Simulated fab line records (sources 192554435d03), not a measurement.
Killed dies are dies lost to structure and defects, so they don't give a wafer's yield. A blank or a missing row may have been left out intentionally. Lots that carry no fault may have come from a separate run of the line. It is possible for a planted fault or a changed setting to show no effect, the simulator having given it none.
Split-lot experiment | flow n5 finfet | 39 wafers read across 7 lots, on a route 1938 steps long

SPLIT DETAILS
At N5_PASSIVATION_ETCH_59 (etches TaN in Cl2/BCl3, target depth 65 nm, time 34.9 s), the setting time s was moved away from the recipe's 34.9 s on 15 of the 39 wafers read, by -59.2% to +23.2%. All remaining wafers had this setting at the recipe value.

The reading is taken at the split's own step.

THE READING
etch.depth nm (the simulator's own value, which no gauge read), in nm, at N5_PASSIVATION_ETCH_59 (etches TaN in Cl2/BCl3, target depth 65 nm, time 34.9 s). There is no usual value for it anywhere in the file. The 24 wafers here that ran the recipe average 65.48 nm, standard deviation 0.9 nm.

wafer  | tool, chamber at the split | time s as run, s | against the recipe | etch.depth nm, nm | against lot-mates on the recipe
L074.1 | rie metal-02, 0            | 34.9             | recipe             | 64.18             | -
L074.2 | rie metal-02, 1            | 34.9             | recipe             | 66.51             | -
L074.3 | rie metal-02, 0            | 34.9             | recipe             | 64.37             | -
L074.4 | rie metal-02, 1            | 34.9             | recipe             | 67.08             | -
L074.5 | rie metal-02, 0            | 34.9             | recipe             | 63.99             | -
L074.6 | rie metal-02, 1            | 34.9             | recipe             | 66.62             | -
L081.1 | rie metal-02, 1            | 23.45            | -32.8%             | 44.58             | -21.10
L081.2 | rie metal-02, 0            | 23.45            | -32.8%             | 43.51             | -22.17
L081.3 | rie metal-02, 0            | 23.45            | -32.8%             | 43.18             | -22.50
L081.4 | rie metal-02, 1            | 34.9             | recipe             | 66.44             | -
L081.5 | rie metal-02, 1            | 34.9             | recipe             | 66.56             | -
L081.6 | rie metal-02, 0            | 34.9             | recipe             | 64.04             | -
L085.3 | rie metal-03, 0            | 34.9             | recipe             | 65.12             | -
L085.4 | rie metal-03, 1            | 34.9             | recipe             | 65.35             | -
L085.6 | rie metal-03, 0            | 34.9             | recipe             | 65.58             | -
L087.1 | rie metal-03, 1            | 27.72            | -20.6%             | 51.42             | -14.02
L087.2 | rie metal-03, 0            | 27.72            | -20.6%             | 51.93             | -13.51
L087.3 | rie metal-03, 0            | 34.9             | recipe             | 65.49             | -
L087.4 | rie metal-03, 1            | 34.9             | recipe             | 65.01             | -
L087.5 | rie metal-03, 0            | 34.9             | recipe             | 65.83             | -
L087.6 | rie metal-03, 1            | 27.72            | -20.6%             | 52.24             | -13.20
L086.1 | rie metal-03, 0            | 34.9             | recipe             | 65.6              | -
L086.2 | rie metal-03, 1            | 34.9             | recipe             | 65.51             | -
L086.3 | rie metal-03, 0            | 14.23            | -59.2%             | 26.96             | -38.49
L086.4 | rie metal-03, 1            | 14.23            | -59.2%             | 26.95             | -38.50
L086.5 | rie metal-03, 0            | 14.23            | -59.2%             | 26.9              | -38.55
L086.6 | rie metal-03, 1            | 34.9             | recipe             | 65.25             | -
L091.1 | rie metal-03, 1            | 42.99            | +23.2%             | 81.94             | +15.83
L091.2 | rie metal-03, 0            | 34.9             | recipe             | 66.05             | -
L091.3 | rie metal-03, 1            | 42.99            | +23.2%             | 81.65             | +15.54
L091.4 | rie metal-03, 0            | 34.9             | recipe             | 65.78             | -
L091.5 | rie metal-03, 0            | 34.9             | recipe             | 66.51             | -
L091.6 | rie metal-03, 1            | 42.99            | +23.2%             | 81.97             | +15.86
L088.1 | rie metal-02, 1            | 17.79            | -49.0%             | 33.69             | -31.17
L088.2 | rie metal-02, 0            | 17.79            | -49.0%             | 32.94             | -31.92
L088.3 | rie metal-02, 0            | 34.9             | recipe             | 64.5              | -
L088.4 | rie metal-02, 1            | 34.9             | recipe             | 65.95             | -
L088.5 | rie metal-02, 1            | 17.79            | -49.0%             | 33.81             | -31.05
L088.6 | rie metal-02, 0            | 34.9             | recipe             | 64.14             | -

THE FIT
A straight line over all 39 wafers: etch.depth nm changes by +0.66 nm for each +1% of time s; r = +1.00; the points scatter about the line by 0.82 nm.
The same after taking each lot's own level away (the mean of its wafers on the recipe; 39 wafers): +0.653 nm for each +1%; r = +1.00; scatter 0.77 nm.
The reading moves by 39 nm for the largest change in time s, on that fit.
From 64.863 to 66.113 nm: that is the span of the lots' own levels, equal to 1.4 times the standard deviation above.
Hence the lot-to-lot level has little effect on the slope; both slopes agree.
Check: -38.6 nm against its lot-mates is what the line predicts for one of the wafers moved furthest among these (-59.2%) when that wafer is left out of the fit. Against them it came out at -38.5 nm.

OTHER SPLITS APPLIED TO THESE WAFERS
Before the reading, these wafers also passed through other splits. Each is held against what the fit with the lots' levels taken away leaves over:
other split on the same wafers      | wafers away from the commonest value | r with etch.depth nm (lot level and that fit taken away)
N5_BEOL_M7_ILD_DEP_00 time s        | 12                                   | -0.19
N5_BEOL_M8_HM_DEP_02 target thk a   | 15                                   | -0.23
N5_BEOL_M12_SPUTTER_44 target thk a | 15                                   | -0.08

THE FILE'S OWN FIT
etch.depth nm changes by +0.652 nm for each +1% of time s, r = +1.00.
